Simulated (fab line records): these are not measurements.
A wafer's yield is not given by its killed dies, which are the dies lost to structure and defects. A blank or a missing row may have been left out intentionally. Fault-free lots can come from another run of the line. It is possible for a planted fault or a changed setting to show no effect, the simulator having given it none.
Which tool is to blame? + flow n5Finfet + 36 wafers from 12 lots sampled at 2 of the route's 1938 steps

WHAT THE GAUGES READ, wafer by wafer
N5_BEOL_M15_OVL_MEAS_11.
| lot  | measured     | on         | V14_OVL (nm) |
|------|--------------|------------|--------------|
| L075 | day 13 07:19 | overlay-01 | -4 -10 -4    |
| L079 | day 13 10:39 | overlay-02 | 3 4 6        |
| L077 | day 13 23:00 | overlay-01 | -15 -22 -14  |
| L080 | day 14 13:01 | overlay-02 | -9 -11 -1    |
| L084 | day 15 01:02 | overlay-02 | -6 -4 -6     |
| L086 | day 15 09:01 | overlay-01 | 2 -6 7       |
| L089 | day 16 05:05 | overlay-02 | -14 -6 -3    |
| L087 | day 16 08:23 | overlay-01 | -1 -8 4      |
| L091 | day 17 01:19 | overlay-02 | 17 5 9       |
| L094 | day 17 02:02 | overlay-01 | 0 7 6        |
| L095 | day 17 17:16 | overlay-01 | -9 0 -9      |
| L097 | day 18 05:34 | overlay-01 | 6 3 6        |

TOOL THAT RAN EACH LOT (tool first, then ch and the chambers of the sampled wafers, then the start)
| lot  | N5_BEOL_M14_DEGAS_41        |
|------|-----------------------------|
| L075 | pvdSputter-01, day 13 05:05 |
| L079 | pvdSputter-01, day 13 08:28 |
| L077 | pvdSputter-03, day 13 20:56 |
| L080 | pvdSputter-03, day 14 11:06 |
| L084 | pvdSputter-02, day 14 22:59 |
| L086 | pvdSputter-03, day 15 06:58 |
| L089 | pvdSputter-02, day 16 03:03 |
| L087 | pvdSputter-02, day 16 06:26 |
| L091 | pvdSputter-03, day 16 23:18 |
| L094 | pvdSputter-03, day 16 23:44 |
| L095 | pvdSputter-02, day 17 15:11 |
| L097 | pvdSputter-03, day 18 03:31 |
- N5_BEOL_M14_DEGAS_41: time 60 s.

THE ANSWER, worked out from the rows above alone
Rule: the lots themselves supply what counts as usual. Put in order of their means at a reading, lots are off if they are a third of the lots or fewer, leave a main group of 4 or more, and stand apart from it by a gap of 3 or more times the standard deviation of the main group's means; of several such gaps the widest counts. A main group whose means are all the same, to the digits that the tables above print for the reading, isn't used. Also off: a lot with no number at a reading for which 4 or more lots have one. Where the step has rows for the other lots, those lots are counted as sound.
None of the lots is off at any reading shown; this tells nothing.

WHAT HAD BEEN PUT IN BY THE SIMULATOR
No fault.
